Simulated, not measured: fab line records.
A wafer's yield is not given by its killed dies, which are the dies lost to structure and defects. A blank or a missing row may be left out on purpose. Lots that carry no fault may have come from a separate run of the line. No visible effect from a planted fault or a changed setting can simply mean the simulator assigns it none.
Chamber matching + flow n5 finfet + N5_BEOL_M0_DEP_125 on pecvd-02: 3 sister chambers
The step deposits SiCN from 3MS/NH3, target thk 8 nm, time 14 s. 3 wafers are shown with their chamber, then 10 later ones without.

WAFERS WITH THEIR CHAMBER
| wafer  | chamber | throttle valve pct (%) |
|--------|---------|------------------------|
| L085.2 | 2       | 8.9                    |
| L089.1 | 0       | 8.8                    |
| L089.2 | 1       | 10.2                   |

WAFERS WITH NO CHAMBER GIVEN
| wafer  | throttle valve pct (%) |
|--------|------------------------|
| L089.5 | 9.1                    |
| L092.1 | 9.0                    |
| L092.3 | 9.2                    |
| L092.5 | 9.1                    |
| L094.1 | 9.0                    |
| L094.2 | 10.3                   |
| L094.4 | 10.1                   |
| L097.2 | 10.1                   |
| L097.4 | 8.3                    |
| L097.6 | 9.1                    |

THE CHAMBER EACH PASSED THROUGH
| wafer  | from the rows above     | in truth |
|--------|-------------------------|----------|
| L089.5 | can't be placed: 2 or 0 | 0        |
| L092.1 | can't be placed: 2 or 0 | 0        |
| L092.3 | can't be placed: 2 or 0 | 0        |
| L092.5 | can't be placed: 2 or 0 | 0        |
| L094.1 | can't be placed: 2 or 0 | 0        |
| L094.2 | 1                       | 1        |
| L094.4 | 1                       | 1        |
| L097.2 | 1                       | 1        |
| L097.4 | can't be placed: 0 or 2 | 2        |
| L097.6 | can't be placed: 2 or 0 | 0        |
Placed correctly: 3 of 10. Cannot be placed on the basis of these rows: 7; the candidates contain the true chamber in 7. Placed wrongly: 0.
How it was worked out, from the rows above alone: a wafer's distance from a chamber is the root of the sum, over the readings, of the square of ((its reading less the chamber's mean) divided by the reading's scatter). The wafer belongs to the nearest chamber; if the next one is less than 2 further off, it can't be placed. Each chamber's mean is taken over the wafers shown for it. The scatter: with one shown wafer a chamber, the root of the mean of the squares of how far each hidden wafer lies from its nearest shown one.
